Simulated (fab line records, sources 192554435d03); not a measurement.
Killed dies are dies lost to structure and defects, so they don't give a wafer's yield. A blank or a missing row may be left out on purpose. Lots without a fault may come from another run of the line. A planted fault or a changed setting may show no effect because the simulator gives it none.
One fault seen from 3 desks | flow n5_finfet | each desk has only its own numbers; what lay behind them comes last

THE TOOL OWNER'S DESK: rie_si-05
The tool's own readings at N5_PMOS_HMC_CHANNEL_EPI_ETCH_38 (etches SiO2 in CF4, target depth 1.5 nm): means of the sampled wafers that have a number, for each lot that ran on this tool. A lot is out of limits, marked OUT, if its mean lies more than 4 standard deviations from the usual mean; the brackets give that distance.
Columns: A = bias_w at N5_PMOS_HMC_CHANNEL_EPI_ETCH_38, usual 399.9 W; B = cf4_flow_sccm at N5_PMOS_HMC_CHANNEL_EPI_ETCH_38, usual 80.03 sccm; C = drypump_motor_current_A at N5_PMOS_HMC_CHANNEL_EPI_ETCH_38, usual 5.8 A; D = oes_product_au at N5_PMOS_HMC_CHANNEL_EPI_ETCH_38, usual 0.998 a.u.; E = throttle_valve_pct at N5_PMOS_HMC_CHANNEL_EPI_ETCH_38, usual 21.85 %
lot  | first seen here | A     | B     | C   | D                | E
L610 | day 3 11:38     | 400.0 | 80.07 | 5.4 | 1.011            | 21.80
L616 | day 5 00:47     | 399.0 | 80.04 | 5.7 | 0.950            | 21.87
L620 | day 6 05:41     | 399.1 | 80.01 | 5.5 | 0.906 (-5.1) OUT | 21.79
L621 | day 6 06:32     | 400.6 | 79.80 | 5.6 | 0.923 (-4.1) OUT | 21.78
This desk's finding: out of limits on L620, L621; first on L620, day 6 05:41 (oes_product_au at N5_PMOS_HMC_CHANNEL_EPI_ETCH_38). In limits: L610, L616.

THE DEFECT DESK
What the inspections along the route counted, lot by lot: means of the sampled wafers that have a number. A lot is out of limits, marked OUT, if its mean lies more than 4 standard deviations from the usual mean; the brackets give that distance.
Columns: A = raw_defect_count at N5_PMOS_HMC_CHANNEL_EPI_INSPECT_11, usual 1.9
lot  | first seen here | A
L610 | day 3 11:10     | 1.3
L614 | day 4 12:10     | 1.7
L616 | day 5 00:18     | 1.7
L618 | day 5 11:24     | 1.0
L620 | day 6 05:13     | 0.7
L621 | day 6 05:50     | 2.0
L626 | day 7 11:16     | 2.3
This desk's finding: nothing out of limits on any of the 7 lots.

THE METROLOGY DESK
What the gauges read, lot by lot, whatever tool the lot ran on: means of the sampled wafers that have a number. A lot is out of limits, marked OUT, if its mean lies more than 4 standard deviations from the usual mean; the brackets give that distance. Of its 12 readings 7 are shown: those that lie furthest out on some lot.
Columns: A = DIBL_N at N5_BEOL_M4_RC_MEAS_101, usual 36.3 mV/V; B = DIBL_P at N5_BEOL_M4_RC_MEAS_101, usual 36.7 mV/V; C = IOFF_N at N5_BEOL_M4_RC_MEAS_101, usual 0.164 nA/um; D = ION_P at N5_BEOL_M4_RC_MEAS_101, usual 461 uA/um; E = SS_N at N5_BEOL_M4_RC_MEAS_101, usual 71.6 mV/dec; F = SS_P at N5_BEOL_M4_RC_MEAS_101, usual 73.3 mV/dec; G = VT_N at N5_BEOL_M4_RC_MEAS_101, usual 249.4 mV
lot  | first seen here | A    | B    | C     | D   | E    | F    | G
L610 | day 3 11:07     | 35.6 | 36.5 | 0.154 | 459 | 71.7 | 73.7 | 251.3
L614 | day 4 12:07     | 36.6 | 36.7 | 0.170 | 462 | 72.1 | 73.9 | 250.3
L616 | day 5 00:15     | 37.7 | 38.5 | 0.178 | 452 | 71.8 | 73.2 | 249.4
L618 | day 5 11:21     | 35.8 | 36.6 | 0.146 | 463 | 71.2 | 73.2 | 252.5
L620 | day 6 05:10     | 36.5 | 37.5 | 0.192 | 466 | 72.0 | 73.6 | 245.7
L621 | day 6 05:47     | 34.8 | 36.8 | 0.157 | 458 | 71.2 | 72.5 | 248.6
L626 | day 7 11:13     | 37.4 | 40.0 | 0.186 | 467 | 71.7 | 74.1 | 248.5
This desk's finding: nothing out of limits on any of the 7 lots.

PUT TOGETHER
The tool owner's desk could have raised an alarm at day 6 05:41, on L620, L621.
The defect desk saw nothing out of limits.
The metrology desk saw nothing out of limits.
The defect desk has L620, L621 on record, within its limits.
The metrology desk has L620, L621 on record, within its limits.
Of the lots named, all ran N5_PMOS_HMC_CHANNEL_EPI_ETCH_38 on rie_si-05.

WHAT THE SIMULATOR HAD PUT IN
Process parameter drift: rie_si-05, from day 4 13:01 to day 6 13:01, at N5_PMOS_HMC_CHANNEL_EPI_ETCH_38. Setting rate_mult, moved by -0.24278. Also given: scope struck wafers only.
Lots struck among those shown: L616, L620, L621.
Hours from the fault's start to each desk's first reading out of limits: the tool owner's desk, 41.
